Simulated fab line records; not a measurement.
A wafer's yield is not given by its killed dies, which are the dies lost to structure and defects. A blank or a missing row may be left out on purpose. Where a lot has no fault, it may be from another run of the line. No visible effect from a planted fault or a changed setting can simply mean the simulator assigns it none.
Matching of chambers -- flow nand harc -- NHARC_P_BONDPAD_CMP_19 on cmp-01: 4 sister chambers
The step polishes, t overpolish 30 s, cu recess touch 16 s, target thk 160.81 nm. 8 wafers are shown with their chamber, then 12 later ones without.

== WAFERS PAIRED WITH THEIR CHAMBERS ==
wafer,chamber,motor current A (A),overpolish run s (s)
L081.4,2,10.5,30.014
L082.4,0,11.5,30.000
L082.2,2,11.2,30.006
L082.3,3,14.8,30.003
L082.5,0,11.8,29.982
L089.1,1,13.4,30.007
L089.3,3,15.0,30.017
L089.5,1,12.5,29.997

== WAFERS WITH NO CHAMBER GIVEN ==
wafer,motor current A (A),overpolish run s (s)
L088.2,11.8,29.998
L088.3,14.6,30.002
L088.5,12.9,30.008
L091.1,12.1,29.997
L091.2,13.9,30.008
L091.6,13.5,29.995
L092.2,12.2,29.998
L092.5,10.7,29.994
L092.6,14.9,30.001
L093.1,12.6,29.992
L093.4,11.3,30.010
L093.5,15.0,29.996

== CHAMBER TAKEN BY EACH ==
wafer,from the rows above,in truth
L088.2,can't be placed: 0 or 2 or 1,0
L088.3,3,3
L088.5,1,1
L091.1,can't be placed: 0 or 1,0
L091.2,can't be placed: 1 or 3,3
L091.6,1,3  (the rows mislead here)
L092.2,can't be placed: 0 or 1 or 2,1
L092.5,can't be placed: 2 or 0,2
L092.6,3,3
L093.1,can't be placed: 1 or 0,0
L093.4,can't be placed: 2 or 0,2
L093.5,3,3
Correctly placed: 4 of 12. Unplaceable from these rows: 7, with the true chamber sitting among the candidates in 7. Wrongly placed: 1.
How it was worked out, from the rows above alone: a wafer's distance from a chamber is the root of the sum, over the readings, of the square of ((its reading less the chamber's mean) divided by the reading's scatter). If the next closest chamber is less than 2 further off than the closest, the wafer can't be placed; otherwise it belongs to the closest. A chamber's mean is the mean of its shown wafers. How the scatter is found: for the shown wafers, subtract from each reading the mean of its chamber, square and add these, divide the total by (wafers less chambers), then take the root.
